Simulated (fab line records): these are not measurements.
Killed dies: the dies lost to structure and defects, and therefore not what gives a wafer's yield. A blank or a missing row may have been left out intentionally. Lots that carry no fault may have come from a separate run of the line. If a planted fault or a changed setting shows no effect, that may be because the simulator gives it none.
fab line records / flow n5_finfet
record: lots: 3 wafers: 9 last_day: 16
route steps=1938 shown BEOL_M4@1099 BEOL_M5@1112 PASSIVATION@1936
lots with no fault: from the same line, run without faults
start_h: hours from the record's first day to the start of the lot's first wafer shown / wait_h: how many hours have passed since the lot's step before this one / " unchanged from the row above / L1.1+2: one row covering several wafers at once / - no value present, or no start provided / * or withheld: withheld / < > ~ a bound
route shown NAME@n: NAME is a module with steps in the file, n the number in the route of the first one / usual: average and standard deviation across the fault-free wafers / same: alike in all rows / chamber/n: place in a boat / sites: the reading at each site / _std_site: standard deviation across them / _edge_site: the outer-site mean with the inner-site mean subtracted / radius_mm: for every site, how far away it sits from the centre of the wafer / mask NAME#n: copy n / behind: the tool/chamber that last shaped the wafer / hold: cause of the lot's hold/its duration in hours/its outcome / device: names the non-switching transistor (n, p or np) / end of line: the same wafers' tests at the end of the route / a step with no rows: only its recipe / killed: not the wafer's yield, but the dies lost to structure and defects at the first sort / map: a wafer's dies, x killed, . not, _ none there
set.NAME: the run value of the setting; set.NAME@STEP: its run value at that earlier step / model.NAME: the simulator's own value behind a step, which no gauge read
lots at some steps of the route; a table a step, a row a wafer
services: when a tool's chamber went out of use (start_h, in hours from the record's first day, below 0 if earlier), for how many hours, and the reason
== steps ==
step: N5_BEOL_M4_ANNEAL_95
recipe: temp_c: 400 time_s: 240 ambient: vacuum
step: N5_BEOL_M4_SPUTTER_96
recipe: material: Cu target_thk_a: 45 temp_c: -20 chamber_pressure_pa: 0.07 power_w: withheld time_s: 8.29
step: N5_BEOL_M4_ECD_50
recipe: material: Cu target_thk_a: 3000
step: N5_BEOL_M4_ANNEAL_51
recipe: temp_c: 225 time_s: 90 ambient: N2
step: N5_BEOL_M4_CMP_52
recipe: stop_on: SiOC t_overpolish_s: 6.8 down_force_psi: 1 platen_rpm: 50 clearing_platen_down_force_psi: 1.5 clearing_platen_rpm: 50 post_cmp_clean: cu_alkaline target_thk_nm: 40 clearing_platen_pad_velocity_m_s: 0.99484 pad_velocity_m_s: 0.99484
step: N5_BEOL_M4_PRE_CLEAN_60
recipe: gas: NH3/H2 time_s: 15 temp_c: * rf_power_w: 300
step: N5_BEOL_M4_CO_CAP_55
recipe: material: Co target_thk_a: 20 temp_c: 200 precursor: CCTBA/H2 pressure_torr: 30 time_s: 102.1
step: N5_BEOL_M4_PRE_CLEAN_56
recipe: gas: NH3 time_s: 15 temp_c: withheld rf_power_w: 300
step: N5_BEOL_M4_DEP_57
recipe: material: SiCN target_thk_a: 80 temp_c: withheld precursor: 3MS/NH3 pressure_torr: 3 rf_w: 202 time_s: 14
step: N5_BEOL_M4_RC_MEAS_101
usual: DIBL_N: 36.9/2.1 DIBL_P: 37.1/2.5 IOFF_N: 0.17/0.039 IOFF_P: 0.23/0.043 ION_N: 673/15 ION_P: 462/9.1 SS_N: 71.8/0.69 SS_P: 73.6/0.74 VT_N: 250/3.6 VT_P: -249.7/2.9
lot.wafer=L317.1 tool=prober-02 chamber=0 start_h=180.91 wait_h=0.0 DIBL_N[mV/V]=36.0 DIBL_P[mV/V]=36.5 IOFF_N[nA/um]=0.17 IOFF_P[nA/um]=0.22 ION_N[uA/um]=672 ION_P[uA/um]=467 SS_N[mV/dec]=72.1 SS_P[mV/dec]=72.5 VT_N[mV]=250 VT_P[mV]=-250.1
lot.wafer=L317.2 tool=prober-02 chamber=0 start_h=180.91 wait_h=0.0 DIBL_N[mV/V]=34.6 DIBL_P[mV/V]=35.6 IOFF_N[nA/um]=0.14 IOFF_P[nA/um]=0.20 ION_N[uA/um]=663 ION_P[uA/um]=459 SS_N[mV/dec]=71.0 SS_P[mV/dec]=72.8 VT_N[mV]=253 VT_P[mV]=-251.5
lot.wafer=L317.6 tool=prober-02 chamber=0 start_h=180.91 wait_h=0.0 DIBL_N[mV/V]=36.7 DIBL_P[mV/V]=38.2 IOFF_N[nA/um]=0.17 IOFF_P[nA/um]=0.23 ION_N[uA/um]=665 ION_P[uA/um]=460 SS_N[mV/dec]=72.5 SS_P[mV/dec]=73.6 VT_N[mV]=250 VT_P[mV]=-249.4
lot.wafer=L320.3 tool=prober-01 chamber=0 start_h=196.06 wait_h=0.3 DIBL_N[mV/V]=38.3 DIBL_P[mV/V]=36.5 IOFF_N[nA/um]=0.16 IOFF_P[nA/um]=0.22 ION_N[uA/um]=658 ION_P[uA/um]=450 SS_N[mV/dec]=72.4 SS_P[mV/dec]=74.1 VT_N[mV]=251 VT_P[mV]=-251.2
lot.wafer=L320.4 tool=prober-01 chamber=0 start_h=196.06 wait_h=0.3 DIBL_N[mV/V]=37.4 DIBL_P[mV/V]=36.7 IOFF_N[nA/um]=0.14 IOFF_P[nA/um]=0.22 ION_N[uA/um]=657 ION_P[uA/um]=462 SS_N[mV/dec]=71.4 SS_P[mV/dec]=73.4 VT_N[mV]=253 VT_P[mV]=-248.2
lot.wafer=L320.6 tool=prober-01 chamber=0 start_h=196.06 wait_h=0.3 DIBL_N[mV/V]=36.7 DIBL_P[mV/V]=35.7 IOFF_N[nA/um]=0.13 IOFF_P[nA/um]=0.21 ION_N[uA/um]=648 ION_P[uA/um]=461 SS_N[mV/dec]=71.1 SS_P[mV/dec]=72.9 VT_N[mV]=252 VT_P[mV]=-249.5
lot.wafer=L334.1 tool=prober-01 chamber=0 start_h=283.97 wait_h=0.0 DIBL_N[mV/V]=37.0 DIBL_P[mV/V]=35.9 IOFF_N[nA/um]=0.18 IOFF_P[nA/um]=0.20 ION_N[uA/um]=680 ION_P[uA/um]=461 SS_N[mV/dec]=72.4 SS_P[mV/dec]=73.5 VT_N[mV]=249 VT_P[mV]=-250.5
lot.wafer=L334.4 tool=prober-01 chamber=0 start_h=283.97 wait_h=0.0 DIBL_N[mV/V]=37.0 DIBL_P[mV/V]=38.2 IOFF_N[nA/um]=0.19 IOFF_P[nA/um]=0.25 ION_N[uA/um]=680 ION_P[uA/um]=463 SS_N[mV/dec]=71.8 SS_P[mV/dec]=74.2 VT_N[mV]=246 VT_P[mV]=-246.9
lot.wafer=L334.5 tool=prober-01 chamber=0 start_h=283.97 wait_h=0.0 DIBL_N[mV/V]=38.3 DIBL_P[mV/V]=37.4 IOFF_N[nA/um]=0.21 IOFF_P[nA/um]=0.22 ION_N[uA/um]=683 ION_P[uA/um]=468 SS_N[mV/dec]=73.3 SS_P[mV/dec]=73.3 VT_N[mV]=247 VT_P[mV]=-246.5
step: N5_BEOL_M5_ILD_DEP_00
recipe: material: SiCOH_lowk target_thk_a: 1406.4 temp_c: 300 precursor: DEMS/porogen pressure_torr: 5 rf_w: 500 time_s: 25.9
step: N5_BEOL_M5_CURE_79
recipe: temp_c: 385 time_s: 240 ambient: He/Ar material: SiCOH_lowk
step: N5_BEOL_M5_PECVD_70
recipe: material: SiO2 target_thk_a: 160 temp_c: 400 precursor: TEOS/O2 pressure_torr: 5.5 rf_w: 450 teos_flow_sccm: 53.8 gas: O2 flow_sccm: 3000 time_s: 18
step: N5_BEOL_M5_HM_DEP_02
recipe: material: TiN target_thk_a: 200 temp_c: 25 chamber_pressure_pa: 0.49996
step: N5_BEOL_M5_COAT_59
recipe: resist: SOC temp_c: 250 time_s: 60 spin_rpm: 1500 resist_thk_nm: 60
step: N5_BEOL_M5_COAT_60
recipe: resist: SiARC temp_c: 220 time_s: 60 spin_rpm: 1500 resist_thk_nm: 12
step: N5_BEOL_M5_COAT_71
recipe: resist: underlayer temp_c: 205 time_s: 60 spin_rpm: 1500 resist_thk_nm: 5
step: N5_BEOL_M5_COAT_05
recipe: resist: CAR-EUV spin_rpm: 1500 resist_thk_nm: 30
step: N5_BEOL_M5_EBR_07
recipe: solvent: PGMEA ebr_width_mm: 1.5
step: N5_BEOL_M5_SOFTBAKE_06
recipe: temp_c: 110 time_s: 60 resist: CAR-EUV
step: N5_BEOL_M5_EXPOSE_08
recipe: mask_id: M5 na: 0.33 source_shape: annular sigma_inner: 0.4 sigma_outer: 0.8 polarization: unpolarized target_cd_nm: 28 dose_mj: 35.75
step: N5_BEOL_M5_PEB_09
recipe: peb_temp_c: 100 peb_time_s: 60 resist: CAR-EUV
step: N5_BEOL_M5_DEVELOP_10
recipe: develop_time_s: 30 developer: TMAH resist: CAR-EUV rinse_liquid: surfactant_rinse dry: air_spin dev_temp_c: 23
step: N5_BEOL_M5_DESCUM_16
recipe: chemistry: O2 time_s: 7 source_power_w: 50 bias_power_w: 20 pressure_mtorr: 20 rf_frequency_hz: 2.712e+07 temp_c: 40 resist: CAR-EUV o2_flow_sccm: 225
step: N5_BEOL_M5_ETCH_72
recipe: chemistry: N2/H2 target: underlayer target_depth_a: 65 mask_material: CAR-EUV time_s: 5.2 ion_energy_ev: 200 pressure_mtorr: 30 source_w: 840 bias_w: 150 n2_flow_sccm: 200 h2_flow_sccm: 200 ends: cleared
step: N5_BEOL_M5_ETCH_61
recipe: chemistry: CF4 target: SiARC target_depth_a: 156 mask_material: CAR-EUV time_s: 26 ion_energy_ev: 80 pressure_mtorr: 40 source_w: 545 bias_w: 36 Ar_flow_sccm: 100 cf4_flow_sccm: 100 ends: cleared
step: N5_BEOL_M5_ETCH_62
recipe: chemistry: N2/H2 target: SOC target_depth_a: 750 overetch_a: 150 mask_material: SiARC temp_c: 40 time_s: 112.5 ion_energy_ev: 200 pressure_mtorr: 30 source_w: 840 bias_w: 150 n2_flow_sccm: 200 h2_flow_sccm: 200
step: N5_BEOL_M5_STRIP_63
recipe: chemistry: N2/H2 temp_c: 40 n2_flow_sccm: 200 h2_flow_sccm: 200 rf_frequency_hz: 6e+07
step: N5_BEOL_M5_STRIP_73
recipe: chemistry: N2/H2 temp_c: 40 n2_flow_sccm: 200 h2_flow_sccm: 200 rf_frequency_hz: 6e+07
step: N5_BEOL_M5_STRIP_64
recipe: chemistry: CF4 resist: SiARC power_w: 300 bias_power_w: 75 pressure_mtorr: 50 cf4_flow_sccm: 150 rf_frequency_hz: 6e+07
step: N5_BEOL_M5_HM_OPEN_17
recipe: chemistry: Cl2/BCl3 target_depth_a: 200 overetch_a: 60 target: TiN mask_material: SOC ion_energy_ev: 150 pressure_mtorr: 10 icp_w: 1000 bias_w: 126 Cl2_flow_sccm: 53.25 bcl3_flow_sccm: 21.75 Ar_flow_sccm: 25
step: N5_BEOL_M5_STRIP_19
recipe: chemistry: O2 power_w: 400 temp_c: 40 pressure_mtorr: 30 rf_frequency_hz: 6e+07 bias_power_w: 0 overash_fraction: 0.2 o2_flow_sccm: 225
step: N5_BEOL_M5_COAT_65
recipe: resist: SOC temp_c: 250 time_s: 60 spin_rpm: 1500 resist_thk_nm: 60
step: N5_BEOL_M5_COAT_66
recipe: resist: SiARC temp_c: 220 time_s: 60 spin_rpm: 1500 resist_thk_nm: 12
step: N5_BEOL_M5_EXPOSE_25
recipe: mask_id: V4 na: 0.33 source_shape: quasar sigma_inner: 0.2 sigma_outer: 0.6 polarization: unpolarized defocus_nm: 10 dose_mj: 52.75
lot.wafer=L317.1+2+6 tool=euv_scanner-01 chamber=0 start_h=184.16 wait_h=- mask=V4#0
lot.wafer=L320.3+4+6 tool=euv_scanner-01 chamber=0 start_h=200.93 wait_h=- mask=V4#0
lot.wafer=L334.1+4+5 tool=euv_scanner-01 chamber=0 start_h=288.32 wait_h=- mask=V4#0
step: N5_PASSIVATION_PROBE_49
usual: defect_limited_yield: 91.3/1.4 killed_at_M0_to_M3: 32/9.5 killed_at_M4_up: 14/5.2 killed_at_contacts: 13/5.7 killed_at_front_end: 41/12 killed_at_other: 3.5/2.6 killed_dies: 103/17 killed_on_rim: 14/4 killed_open: 68/14 killed_short: 32/7 sort_bin_5_function: 5.0/0.91 sort_bin_6_memory: 3.3/0.7 sort_bin_8_speed: 0.03/0.22 sort_n_pass: 1076/17 sort_yield_pct: 91.2/1.4
same: gross_dies: 1180 killed_at_back_side: 0 sort_bin_4_leakage[%]: 0
lot.wafer=L317.1 tool=prober-01 chamber=- start_h=283.56 wait_h=0.0 defect_limited_yield[%]=89.2 killed_at_M0_to_M3=36 killed_at_M4_up=23 killed_at_contacts=19 killed_at_front_end=49 killed_at_other=1 killed_dies=128 killed_on_rim=18 killed_open=93 killed_short=30 sort_bin_5_function[%]=6.8 sort_bin_6_memory[%]=3.5 sort_bin_8_speed[%]=0 sort_n_pass=1052 sort_yield_pct[%]=89.2
lot.wafer=L317.2 tool=prober-01 chamber=- start_h=283.61 wait_h=0.1 defect_limited_yield[%]=89.8 killed_at_M0_to_M3=24 killed_at_M4_up=22 killed_at_contacts=23 killed_at_front_end=49 killed_at_other=2 killed_dies=120 killed_on_rim=17 killed_open=76 killed_short=35 sort_bin_5_function[%]=5.2 sort_bin_6_memory[%]=4.0 sort_bin_8_speed[%]=0 sort_n_pass=1060 sort_yield_pct[%]=89.8
lot.wafer=L317.6 tool=prober-01 chamber=- start_h=283.81 wait_h=0.3 defect_limited_yield[%]=91.0 killed_at_M0_to_M3=35 killed_at_M4_up=12 killed_at_contacts=14 killed_at_front_end=36 killed_at_other=9 killed_dies=106 killed_on_rim=17 killed_open=61 killed_short=44 sort_bin_5_function[%]=4.7 sort_bin_6_memory[%]=3.8 sort_bin_8_speed[%]=0 sort_n_pass=1074 sort_yield_pct[%]=91.0
lot.wafer=L320.3 tool=prober-02 chamber=- start_h=294.33 wait_h=0.1 defect_limited_yield[%]=88.6 killed_at_M0_to_M3=28 killed_at_M4_up=13 killed_at_contacts=9 killed_at_front_end=76 killed_at_other=8 killed_dies=134 killed_on_rim=24 killed_open=99 killed_short=35 sort_bin_5_function[%]=6.8 sort_bin_6_memory[%]=4.3 sort_bin_8_speed[%]=0 sort_n_pass=1046 sort_yield_pct[%]=88.6
lot.wafer=L320.4 tool=prober-02 chamber=- start_h=294.38 wait_h=0.2 defect_limited_yield[%]=87.5 killed_at_M0_to_M3=55 killed_at_M4_up=13 killed_at_contacts=15 killed_at_front_end=59 killed_at_other=5 killed_dies=147 killed_on_rim=13 killed_open=113 killed_short=34 sort_bin_5_function[%]=6.8 sort_bin_6_memory[%]=5.2 sort_bin_8_speed[%]=0 sort_n_pass=1033 sort_yield_pct[%]=87.5
lot.wafer=L320.6 tool=prober-02 chamber=- start_h=294.48 wait_h=0.3 defect_limited_yield[%]=90.8 killed_at_M0_to_M3=34 killed_at_M4_up=17 killed_at_contacts=15 killed_at_front_end=38 killed_at_other=5 killed_dies=109 killed_on_rim=12 killed_open=83 killed_short=25 sort_bin_5_function[%]=4.7 sort_bin_6_memory[%]=4.2 sort_bin_8_speed[%]=0.08 sort_n_pass=1070 sort_yield_pct[%]=90.7
lot.wafer=L334.5 tool=prober-01 chamber=- start_h=390.10 wait_h=0.2 defect_limited_yield[%]=0 killed_at_M0_to_M3=35 killed_at_M4_up=1097 killed_at_contacts=9 killed_at_front_end=30 killed_at_other=9 killed_dies=1180 killed_on_rim=152 killed_open=58 killed_short=34 sort_bin_5_function[%]=4.7 sort_bin_6_memory[%]=2.9 sort_bin_8_speed[%]=0 sort_n_pass=0 sort_yield_pct[%]=0
killed by level:class
L317.1 FIN_SAQP:geometric_particle:open=22 MOL_CONTACT_COAG:geometric_particle:open=16 BEOL_M4:geometric_particle:open=13 BEOL_M0_SAQP:geometric_particle:short=8 BEOL_M0:geometric_particle:open=6 BEOL_M0_SAQP:geometric_particle:open=6 STI_FIN_REVEAL:geometric_particle:open=5 STARTING-WAFER:geometric_particle:open=4
L317.2 MOL_CONTACT_COAG:geometric_particle:open=21 STI_FIN_REVEAL:geometric_particle:open=9 BEOL_M4:geometric_particle:open=9 FIN_SAQP:geometric_particle:open=8 BEOL_M4:geometric_particle:short=8 HKMG_FIN:area_etch=8 STI_FIN_REVEAL:geometric_particle:short=6 BEOL_M2:geometric_particle:open=5
L317.6 FIN_SAQP:geometric_particle:open=13 BEOL_M0_SAQP:geometric_particle:short=13 MOL_CONTACT_COAG:geometric_particle:open=10 BEOL_M0_SAQP:geometric_particle:open=10 BEOL_M4:geometric_particle:open=6 BEOL_M3:geometric_particle:open=6 MIM_TOP:geometric_particle:short=5 STI_FIN_REVEAL:geometric_particle:open=4
L320.3 FIN_SAQP:geometric_particle:open=31 STI_FIN_REVEAL:geometric_particle:open=16 FIN_SAQP:geometric_particle:short=12 MOL_CONTACT_COAG:geometric_particle:open=9 BEOL_M0_SAQP:geometric_particle:short=7 PAD_METAL:geometric_particle:open=7 DUMMY_GATE:geometric_particle:open=6 BEOL_M3:geometric_particle:open=6
L320.4 STI_FIN_REVEAL:geometric_particle:open=27 BEOL_M1:geometric_particle:open=14 BEOL_M2:geometric_particle:open=13 MOL_CONTACT_COAG:geometric_particle:open=12 BEOL_M3:geometric_particle:open=12 FIN_SAQP:geometric_particle:short=9 FIN_SAQP:geometric_particle:open=6 BEOL_M0_SAQP:geometric_particle:open=6
L320.6 MOL_CONTACT_COAG:geometric_particle:open=14 STI_FIN_REVEAL:geometric_particle:open=11 BEOL_M2:geometric_particle:open=9 BEOL_M3:geometric_particle:open=9 FIN_SAQP:geometric_particle:open=7 BEOL_M4:geometric_particle:open=7 BEOL_M0_SAQP:geometric_particle:short=6 BEOL_M1:geometric_particle:open=5
L334.5 BEOL_M5:area_expose=1088 BEOL_M2:geometric_particle:open=9 MOL_CONTACT_COAG:geometric_particle:open=7 FIN_SAQP:geometric_particle:short=6 BEOL_M0_SAQP:geometric_particle:open=6 BEOL_M0_SAQP:geometric_particle:short=6 BEOL_M3:geometric_particle:short=6 STARTING-WAFER:geometric_particle:open=5
map L334.5 (x killed, . not)
_________________xxxxxxxxxxxx________________
______________xxxxxxxxxxxxxxxxxx_____________
___________xxxxxxxxxxxxxxxxxxxxxxxx__________
__________xxxxxxxxxxxxxxxxxxxxxxxxxx_________
________xxxxxxxxxxxxxxxxxxxxxxxxxxxxxx_______
_______xxxxxxxxxxxxxxxxxxxxxxxxxxxxxxxx______
______xxxxxxxxxxxxxxxxxxxxxxxxxxxxxxxxxx_____
_____xxxxxxxxxxxxxxxxxxxxxxxxxxxxxxxxxxxx____
____xxxxxxxxxxxxxxxxxxxxxxxxxxxxxxxxxxxxxx___
___xxxxxxxxxxxxxxxxxxxxxxxxxxxxxxxxxxxxxxxx__
___xxxxxxxxxxxxxxxxxxxxxxxxxxxxxxxxxxxxxxxx__
__xxxxxxxxxxxxxxxxxxxxxxxxxxxxxxxxxxxxxxxxxx_
__xxxxxxxxxxxxxxxxxxxxxxxxxxxxxxxxxxxxxxxxxx_
_xxxxxxxxxxxxxxxxxxxxxxxxxxxxxxxxxxxxxxxxxxxx
_xxxxxxxxxxxxxxxxxxxxxxxxxxxxxxxxxxxxxxxxxxxx
_xxxxxxxxxxxxxxxxxxxxxxxxxxxxxxxxxxxxxxxxxxxx
_xxxxxxxxxxxxxxxxxxxxxxxxxxxxxxxxxxxxxxxxxxxx
_xxxxxxxxxxxxxxxxxxxxxxxxxxxxxxxxxxxxxxxxxxxx
_xxxxxxxxxxxxxxxxxxxxxxxxxxxxxxxxxxxxxxxxxxxx
_xxxxxxxxxxxxxxxxxxxxxxxxxxxxxxxxxxxxxxxxxxxx
_xxxxxxxxxxxxxxxxxxxxxxxxxxxxxxxxxxxxxxxxxxxx
__xxxxxxxxxxxxxxxxxxxxxxxxxxxxxxxxxxxxxxxxxx_
__xxxxxxxxxxxxxxxxxxxxxxxxxxxxxxxxxxxxxxxxxx_
___xxxxxxxxxxxxxxxxxxxxxxxxxxxxxxxxxxxxxxxx__
___xxxxxxxxxxxxxxxxxxxxxxxxxxxxxxxxxxxxxxxx__
____xxxxxxxxxxxxxxxxxxxxxxxxxxxxxxxxxxxxxx___
_____xxxxxxxxxxxxxxxxxxxxxxxxxxxxxxxxxxxx____
______xxxxxxxxxxxxxxxxxxxxxxxxxxxxxxxxxx_____
_______xxxxxxxxxxxxxxxxxxxxxxxxxxxxxxxx______
________xxxxxxxxxxxxxxxxxxxxxxxxxxxxxx_______
__________xxxxxxxxxxxxxxxxxxxxxxxxxx_________
___________xxxxxxxxxxxxxxxxxxxxxxxx__________
______________xxxxxxxxxxxxxxxxxx_____________
_________________xxxxxxxxxxxx________________
map L320.4 (x killed, . not)
_________________.x..........________________
______________.......xx........._____________
___________.......x..xx...x.x......__________
__________......x.xx.....x.........._________
________.x.....xxx............xx.x...._______
_______x...............................______
______.....................x......x....._____
_____..x..........xx.x....x..x.....x....x____
____......................x......xx.......___
___..x.....................x...............__
___..............xx.x...x........x.........__
__...............x.x...x.xx.x.x......x......_
__........x........x...................x...._
_........x...x...x.........x.................
_....x...x........x.....x.x.x..............x.
_..x.x..x............................x...x...
_........x..x......x...........x.x...........
_..........x.x.x.........x.xx.......x........
_.............x.......................x....x.
_..........x.x..x...xx.x.............x...x...
_......x...........x...............x..x......
__.x.x..............................xx.....x_
__........................xx..........x....._
___..................xx...........x..x.....__
___........x...........x......x.....x......__
____.............x.x......x...............___
_____...x..x......xx...........x...x..x..____
______.x..........x..x.x................_____
_______...x.x...x......x......x.....x..______
________...........x...............x.._______
__________.........x..x.x......x...._________
___________........x.........x.x..x__________
______________......xx..x......._____________
_________________.x....xx...x________________
== services ==
tool=euv_scanner-01 chamber=- start_h=213.21 hours=1.0 kind=pm
tool=euv_scanner-01 chamber=0 start_h=226.56 hours=- kind=calibration
tool=euv_scanner-01 chamber=- start_h=269.39 hours=1.0 kind=pm
== key ==
first_sign: step: N5_PASSIVATION_PROBE_49 reading: killed_at_M4_up direction: up sigmas: 99+ usual: 14 struck: 1097
effect: step: N5_PASSIVATION_PROBE_49 reading: defect_limited_yield direction: down sigmas: 64 usual: 91.3 struck: 0
more_kills_born_at: N5_BEOL_M5_EXPOSE_25@euv_scanner-01: 1088
met_at N5_BEOL_M5_EXPOSE_25
struck_wafers L334.5
later_rows_left_out L334.5
onset_between 200.93 288.32
fault: kind: process_parameter_drift tool: euv_scanner-01 chamber: - onset_h: 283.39 steps: N5_BEOL_M5_EXPOSE_25 channel: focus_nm offset: 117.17 shape: step end_h: 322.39 scope: struck_wafers_only
later_rows_left_out: the simulator's readings of these wafers behind a module that went badly wrong aren't trusted and aren't shown, but for the sort
